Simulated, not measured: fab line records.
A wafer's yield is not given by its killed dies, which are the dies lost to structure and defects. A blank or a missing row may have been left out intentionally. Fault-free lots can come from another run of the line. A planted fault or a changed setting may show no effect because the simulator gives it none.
Lot-split experiment / flow n5Finfet / 7 lots, 21 wafers read, on a route of 1938 steps

== ABOUT THE SPLIT ==
At N5_BEOL_M0_SAQP_COAT_08 (resist thk 90 nm), the setting spinRpm was moved away from the recipe's 1500 rpm on 9 of the 21 wafers read, by -9.1% to +10.2%. The other wafers ran this setting at the recipe's value.

The split's own step is where the reading is taken.

== THE READING ==
CAR-ArF_of_BEOL_M0_SAQP_COAT_08.thkNm (the simulator's own value, which no gauge read), in nm, at N5_BEOL_M0_SAQP_COAT_08 (resist thk 90 nm). No usual value for it is given in the file. The 12 wafers here that ran the recipe average 89.8 nm, standard deviation 0.12 nm.

wafer=L074.4; tool, chamber at the split=lithoTrack-02, 0; spinRpm as run, rpm=1500; against the recipe=recipe; CAR-ArF_of_BEOL_M0_SAQP_COAT_08.thkNm, nm=89.8; against lot-mates on the recipe=-
wafer=L074.5; tool, chamber at the split=lithoTrack-02, 0; spinRpm as run, rpm=1595; against the recipe=+6.3%; CAR-ArF_of_BEOL_M0_SAQP_COAT_08.thkNm, nm=87.2; against lot-mates on the recipe=-2.6
wafer=L074.6; tool, chamber at the split=lithoTrack-02, 0; spinRpm as run, rpm=1595; against the recipe=+6.3%; CAR-ArF_of_BEOL_M0_SAQP_COAT_08.thkNm, nm=87.4; against lot-mates on the recipe=-2.4
wafer=L078.3; tool, chamber at the split=lithoTrack-02, 0; spinRpm as run, rpm=1500; against the recipe=recipe; CAR-ArF_of_BEOL_M0_SAQP_COAT_08.thkNm, nm=89.6; against lot-mates on the recipe=-
wafer=L078.4; tool, chamber at the split=lithoTrack-02, 0; spinRpm as run, rpm=1500; against the recipe=recipe; CAR-ArF_of_BEOL_M0_SAQP_COAT_08.thkNm, nm=89.6; against lot-mates on the recipe=-
wafer=L078.6; tool, chamber at the split=lithoTrack-02, 0; spinRpm as run, rpm=1500; against the recipe=recipe; CAR-ArF_of_BEOL_M0_SAQP_COAT_08.thkNm, nm=89.8; against lot-mates on the recipe=-
wafer=L083.3; tool, chamber at the split=lithoTrack-01, 0; spinRpm as run, rpm=1500; against the recipe=recipe; CAR-ArF_of_BEOL_M0_SAQP_COAT_08.thkNm, nm=89.8; against lot-mates on the recipe=-
wafer=L083.5; tool, chamber at the split=lithoTrack-01, 0; spinRpm as run, rpm=1500; against the recipe=recipe; CAR-ArF_of_BEOL_M0_SAQP_COAT_08.thkNm, nm=89.8; against lot-mates on the recipe=-
wafer=L083.4; tool, chamber at the split=lithoTrack-01, 0; spinRpm as run, rpm=1500; against the recipe=recipe; CAR-ArF_of_BEOL_M0_SAQP_COAT_08.thkNm, nm=89.6; against lot-mates on the recipe=-
wafer=L085.2; tool, chamber at the split=lithoTrack-05, 0; spinRpm as run, rpm=1595; against the recipe=+6.3%; CAR-ArF_of_BEOL_M0_SAQP_COAT_08.thkNm, nm=87.6; against lot-mates on the recipe=-2.2
wafer=L085.3; tool, chamber at the split=lithoTrack-05, 0; spinRpm as run, rpm=1500; against the recipe=recipe; CAR-ArF_of_BEOL_M0_SAQP_COAT_08.thkNm, nm=89.8; against lot-mates on the recipe=-
wafer=L085.6; tool, chamber at the split=lithoTrack-05, 0; spinRpm as run, rpm=1595; against the recipe=+6.3%; CAR-ArF_of_BEOL_M0_SAQP_COAT_08.thkNm, nm=87.2; against lot-mates on the recipe=-2.6
wafer=L088.1; tool, chamber at the split=lithoTrack-02, 0; spinRpm as run, rpm=1373; against the recipe=-8.5%; CAR-ArF_of_BEOL_M0_SAQP_COAT_08.thkNm, nm=93.6; against lot-mates on the recipe=+3.8
wafer=L088.2; tool, chamber at the split=lithoTrack-02, 0; spinRpm as run, rpm=1373; against the recipe=-8.5%; CAR-ArF_of_BEOL_M0_SAQP_COAT_08.thkNm, nm=93.8; against lot-mates on the recipe=+4.0
wafer=L088.5; tool, chamber at the split=lithoTrack-02, 0; spinRpm as run, rpm=1500; against the recipe=recipe; CAR-ArF_of_BEOL_M0_SAQP_COAT_08.thkNm, nm=89.8; against lot-mates on the recipe=-
wafer=L091.1; tool, chamber at the split=lithoTrack-01, 0; spinRpm as run, rpm=1500; against the recipe=recipe; CAR-ArF_of_BEOL_M0_SAQP_COAT_08.thkNm, nm=90; against lot-mates on the recipe=-
wafer=L091.3; tool, chamber at the split=lithoTrack-01, 0; spinRpm as run, rpm=1364; against the recipe=-9.1%; CAR-ArF_of_BEOL_M0_SAQP_COAT_08.thkNm, nm=94; against lot-mates on the recipe=+4.0
wafer=L091.4; tool, chamber at the split=lithoTrack-01, 0; spinRpm as run, rpm=1364; against the recipe=-9.1%; CAR-ArF_of_BEOL_M0_SAQP_COAT_08.thkNm, nm=94; against lot-mates on the recipe=+4.0
wafer=L092.4; tool, chamber at the split=lithoTrack-02, 0; spinRpm as run, rpm=1500; against the recipe=recipe; CAR-ArF_of_BEOL_M0_SAQP_COAT_08.thkNm, nm=89.6; against lot-mates on the recipe=-
wafer=L092.5; tool, chamber at the split=lithoTrack-02, 0; spinRpm as run, rpm=1653; against the recipe=+10.2%; CAR-ArF_of_BEOL_M0_SAQP_COAT_08.thkNm, nm=85.8; against lot-mates on the recipe=-3.9
wafer=L092.6; tool, chamber at the split=lithoTrack-02, 0; spinRpm as run, rpm=1500; against the recipe=recipe; CAR-ArF_of_BEOL_M0_SAQP_COAT_08.thkNm, nm=89.8; against lot-mates on the recipe=-

FIT RESULTS
A straight line over all 21 wafers: CAR-ArF_of_BEOL_M0_SAQP_COAT_08.thkNm changes by -0.428 nm for each +1% of spinRpm; r = -1.00; the points scatter about the line by 0.22 nm.
The same after taking each lot's own level away (the mean of its wafers on the recipe; 21 wafers): -0.42 nm for each +1%; r = -1.00; scatter 0.18 nm.
Per that fit: largest spinRpm move, reading shift of 4.3 nm.
The span of the lots' own levels, 89.67 to 90.00 nm, comes to 2.8 times the standard deviation stated above.
Hence the lot-to-lot level has little effect on the slope; both slopes agree.
Check: for one of the wafers moved furthest among these (+10.2%), held out of the fit, the line's prediction against its lot-mates is -4.26 nm. It came out at -3.9 nm against them.

== ADDITIONAL SPLITS CARRIED BY THESE WAFERS ==
These wafers also went through other splits before the reading. Each is held against what the fit with the lots' levels taken away leaves over:
other split on the same wafers=N5_GATE_CUT_HM_DEP_46 timeS; wafers away from the commonest value=10; r with CAR-ArF_of_BEOL_M0_SAQP_COAT_08.thkNm (lot level and that fit taken away)=-0.10
other split on the same wafers=N5_MOL_CONTACT_COAG_CONTACT_ETCH_14 sourceW; wafers away from the commonest value=7; r with CAR-ArF_of_BEOL_M0_SAQP_COAT_08.thkNm (lot level and that fit taken away)=-0.09
other split on the same wafers=N5_MOL_CONTACT_COAG_COAT_64 spinRpm; wafers away from the commonest value=8; r with CAR-ArF_of_BEOL_M0_SAQP_COAT_08.thkNm (lot level and that fit taken away)=+0.07

== FILE'S OWN FIT ==
CAR-ArF_of_BEOL_M0_SAQP_COAT_08.thkNm changes by -0.414 nm for each +1% of spinRpm, r = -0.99.
